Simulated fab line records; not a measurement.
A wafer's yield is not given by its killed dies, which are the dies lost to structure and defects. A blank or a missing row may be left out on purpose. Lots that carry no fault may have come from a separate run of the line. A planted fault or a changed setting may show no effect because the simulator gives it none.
Comparing a struck lot with a sound one || flow n5Finfet || 42 out of 1938 route steps
Sound: the wafers L280.1, L280.5, L280.6. The struck wafers were L269.2, L269.4, L269.5. Last of all comes the cause.
At each step with rows: each side's tool, then ch and its chambers, then its first start. Under that, the readings that differ: sound wafers || struck wafers || difference of the means || sigmas: that difference in standard deviations of wafers without a fault.
alike: same words and numbers on both sides, and readings whose means sit less than 2 such deviations apart. not compared: any withheld reading, any reading some wafer has no value for, any bound like >300 that may hide the same value, and any number with overlapping values for which the record gives no deviation.
Wherever a step has rows on one side only, a row that says differs or no value, or a row with sigmas, the two part there. When numbers do not overlap yet have no deviation, they are printed without sigmas and do not part them. Lack of a reading on every wafer of one side parts them only where that side has two or more wafers.

first, 12 steps without rows for these wafers: N5_SD_EPI_N_STRIP_36 (strips in N2/H2); N5_SD_EPI_N_ETCHBACK_44 (etches SiNx in CH3F/O2, stops on SiO2, target depth 14.5 nm); N5_SD_EPI_N_ETCH_45 (etches SiOCN in CH3F/O2, target depth 6 nm); N5_SD_EPI_N_ETCH_16 (etches SiO2 in CHF3/O2, target depth 5 nm); N5_SD_EPI_N_STRIP_47 (strips in CHF3/O2); N5_SD_EPI_N_SD_RECESS_17 (chemistry HBr/Cl2/O2, target depth 41 nm, time 23.7 s, bt time 3 s); N5_SD_EPI_N_STRIP_38 (strips in N2/H2); N5_SD_EPI_N_WET_ETCH_43 (etches SiO2 in dHF, time 14 s, target depth 1.5 nm); N5_SD_EPI_N_STRIP_18 (strips in SPM, time 750 s); N5_SD_EPI_N_SRD_20 (time 30 s); N5_SD_EPI_N_PRECLEAN_48 (cleans in NF3:NH3, afs cycles 2, time 20 s, sublimation time 60 s); N5_SD_EPI_N_VAPOR_ETCH_50 (etches Si in HCl, time 54 s).
N5_SD_EPI_N_EPI_21: deposits Si:P, time 690 s.
  sound on epiRpcvd-02 ch 0, day 8 16:11; struck on epiRpcvd-02 ch 0, day 5 21:19
{"reading": "chamberPressureTorr (Torr)", "sound": "255.1 254.6 254.9", "struck": "393.9 394.5 395.3", "difference": "+139.7", "sigmas": "+99 or more"}
{"reading": "model.Si-P_of_SD_EPI_N_EPI_21.thkNm (nm)", "sound": "58.4 59.2 59.2", "struck": "71.2 71 71.6", "difference": "+12.3", "sigmas": ""}
  alike: lampInnerPct, susceptor_temp_C_max
N5_SD_EPI_N_EPI_MEAS_23:
  struck on filmMetro-02, day 5 22:45; sound on filmMetro-02, day 8 17:55
{"reading": "thkNm (nm)", "sound": "58.7 58.8 58.1", "struck": "70.7 71.6 70.4", "difference": "+12.4", "sigmas": "+10"}
then, 24 steps without rows for these wafers: N5_SD_EPI_N_PRECLEAN_24 (cleans in O3/DIW, time 60 s); N5_SD_EPI_N_SRD_25 (time 30 s); N5_SD_EPI_N_PRECLEAN_49 (cleans in NF3:NH3, afs cycles 1, time 20 s, sublimation time 60 s); N5_SD_EPI_N_LINER_46 (material SiNx, target thk 3 nm); N5_SD_EPI_P_COAT_34 (time 60 s, resist thk 350 nm); N5_SD_EPI_P_COAT_35 (time 60 s, resist thk 35 nm); N5_SD_EPI_P_COAT_03 (resist thk 150 nm); N5_SD_EPI_P_EBR_05; N5_SD_EPI_P_SOFTBAKE_04 (time 60 s); N5_SD_EPI_P_EXPOSE_06 (exposes mask SD P BLK, target cd 240 nm); N5_SD_EPI_P_PEB_07 (peb time 60 s); N5_SD_EPI_P_DEVELOP_08 (develop time 30 s); N5_SD_EPI_P_DESCUM_14 (chemistry O2, time 7.9 s); N5_SD_EPI_P_ETCH_36 (etches SiARC in CF4, target depth 45.5 nm, time 75.8 s); N5_SD_EPI_P_ETCH_37 (etches SOC in N2/H2, overetch 108 nm, time 486 s); N5_SD_EPI_P_STRIP_38 (strips in N2/H2); N5_SD_EPI_P_ETCHBACK_46 (etches SiNx in CH3F/O2, stops on SiO2, target depth 17.5 nm); N5_SD_EPI_P_ETCH_47 (etches SiOCN in CH3F/O2, target depth 25 nm); N5_SD_EPI_P_ETCH_16 (etches SiO2 in CHF3/O2, target depth 5 nm); N5_SD_EPI_P_STRIP_50 (strips in CHF3/O2); N5_SD_EPI_P_SD_RECESS_17 (chemistry HBr/Cl2/O2, target depth 39.1 nm, bt time 3 s); N5_SD_EPI_P_WET_ETCH_45 (etches SiO2 in dHF, time 10.7 s, target depth 2 nm, rinse time 30 s); N5_SD_EPI_P_STRIP_40 (strips in N2/H2); N5_SD_EPI_P_PRECLEAN_52 (cleans in O3/DIW, time 60 s).
N5_SD_ACTIVATION_RS_MEAS_03: measures by four-point-probe.
  struck on filmMetro-01, day 6 04:58; sound on filmMetro-01, day 8 23:10
{"reading": "RS_SD_N (ohm/sq)", "sound": "22.17 22.14 21.76", "struck": "17.66 17.80 17.60", "difference": -4.34, "sigmas": -15}
  alike: RS_SD_P
N5_MOL_CONTACT_COAG_ETCH_15: etches SiNx in CH3F/O2, stops on Si:P, target depth 7 nm.
  sound on rieDiel-01 ch 0,2,3, day 10 05:25; struck on rieDiel-01 ch 1,2, day 7 11:56
{"reading": "model.Si-P_of_SD_EPI_N_EPI_21.thkNm (nm)", "sound": "57.6 58.4 58.2", "struck": "70.2 70 70.6", "difference": "+12.2", "sigmas": ""}
  alike: drypumpMotorCurrentA, oesProductAu, rfVppV, showerheadPlenumPTorr, throttleValvePct
  not compared: rfHoursCounterH
-- a jump in the record: the struck wafers' starts before and after are 4 days apart (it breaks off in module MOL_CONTACT_COAG and resumes in module BEOL_M4, where the first step shown is number 1111 of the route) --
N5_BEOL_M4_RC_MEAS_101:
  sound on prober-02 ch 0, day 13 23:58; struck on prober-02 ch 0, day 11 12:13
{"reading": "IOFF_N (nA/um)", "sound": "0.18 0.13 0.22", "struck": "0.37 0.27 0.27", "difference": "+0.13", "sigmas": "+2"}
{"reading": "RS_SD_N (ohm/sq)", "sound": "28.8 28.7 28.3", "struck": "23.0 22.9 22.6", "difference": -5.8, "sigmas": -15}
{"reading": "VT_N (mV)", "sound": "248 251 249", "struck": "235 243 241", "difference": -10, "sigmas": -2}
  alike: DIBL_N, DIBL_P, IOFF_P, ION_N, ION_P, REXT_N, SS_N, SS_P, VT_P
-- a jump in the record: the struck wafers' starts before and after are 4 days apart (it breaks off in module BEOL_M4 and resumes in module PASSIVATION, where the first step shown is number 1936 of the route) --
N5_PASSIVATION_PROBE_49:
  the record has rows for the struck wafers here (prober-02, day 15 19:20) and none for the sound ones

WHERE THEY PART
First at N5_SD_EPI_N_EPI_21; last, within this record, at N5_PASSIVATION_PROBE_49.

WHY: whatever the simulator had introduced
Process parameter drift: epiRpcvd-02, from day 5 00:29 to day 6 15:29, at N5_SD_EPI_N_EPI_21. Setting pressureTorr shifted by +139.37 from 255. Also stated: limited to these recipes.
